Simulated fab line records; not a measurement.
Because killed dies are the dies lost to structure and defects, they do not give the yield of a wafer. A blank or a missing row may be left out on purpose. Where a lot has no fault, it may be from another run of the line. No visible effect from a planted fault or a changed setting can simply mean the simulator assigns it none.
Matching of chambers / flow n5_finfet / rie_diel-03 running N5_GATE_CUT_ETCH_36: 4 sister chambers
The step etches SiARC in CF4, target depth 13 nm, time 21.7 s. 4 wafers are shown with their chamber, then 12 later ones without.

WAFERS WITH THEIR CHAMBER
wafer=L089.2; chamber=3; showerhead_plenum_p_Torr (Torr)=2.07
wafer=L089.3; chamber=2; showerhead_plenum_p_Torr (Torr)=2.23
wafer=L089.5; chamber=1; showerhead_plenum_p_Torr (Torr)=2.05
wafer=L089.6; chamber=0; showerhead_plenum_p_Torr (Torr)=2.22

WAFERS WHOSE CHAMBER IS MISSING
wafer=L090.2; showerhead_plenum_p_Torr (Torr)=2.05
wafer=L090.3; showerhead_plenum_p_Torr (Torr)=2.22
wafer=L090.5; showerhead_plenum_p_Torr (Torr)=2.05
wafer=L093.1; showerhead_plenum_p_Torr (Torr)=2.22
wafer=L093.4; showerhead_plenum_p_Torr (Torr)=2.05
wafer=L093.6; showerhead_plenum_p_Torr (Torr)=2.22
wafer=L094.1; showerhead_plenum_p_Torr (Torr)=2.22
wafer=L094.2; showerhead_plenum_p_Torr (Torr)=2.05
wafer=L094.3; showerhead_plenum_p_Torr (Torr)=2.22
wafer=L097.2; showerhead_plenum_p_Torr (Torr)=2.22
wafer=L097.4; showerhead_plenum_p_Torr (Torr)=2.22
wafer=L097.5; showerhead_plenum_p_Torr (Torr)=2.04

THE CHAMBER EACH PASSED THROUGH
wafer=L090.2; from the rows above=1; in truth=1
wafer=L090.3; from the rows above=0; in truth=0
wafer=L090.5; from the rows above=1; in truth=1
wafer=L093.1; from the rows above=0; in truth=0
wafer=L093.4; from the rows above=1; in truth=1
wafer=L093.6; from the rows above=0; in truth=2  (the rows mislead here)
wafer=L094.1; from the rows above=0; in truth=0
wafer=L094.2; from the rows above=1; in truth=1
wafer=L094.3; from the rows above=0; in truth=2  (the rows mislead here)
wafer=L097.2; from the rows above=0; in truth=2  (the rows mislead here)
wafer=L097.4; from the rows above=0; in truth=0
wafer=L097.5; from the rows above=1; in truth=1
9 of 12 placed correctly. Not placeable from these rows: 0. 3 placed wrongly.
How it was worked out, from the rows above alone: a wafer's distance from a chamber is the root of the sum, over the readings, of the square of ((its reading less the chamber's mean) divided by the reading's scatter). The wafer belongs to the nearest chamber; if the next one is less than 2 further off, it can't be placed. A chamber's mean is the mean of its shown wafers. The scatter (one wafer shown for each chamber): square how far every hidden wafer sits from the nearest shown wafer, average those squares and take the square root.
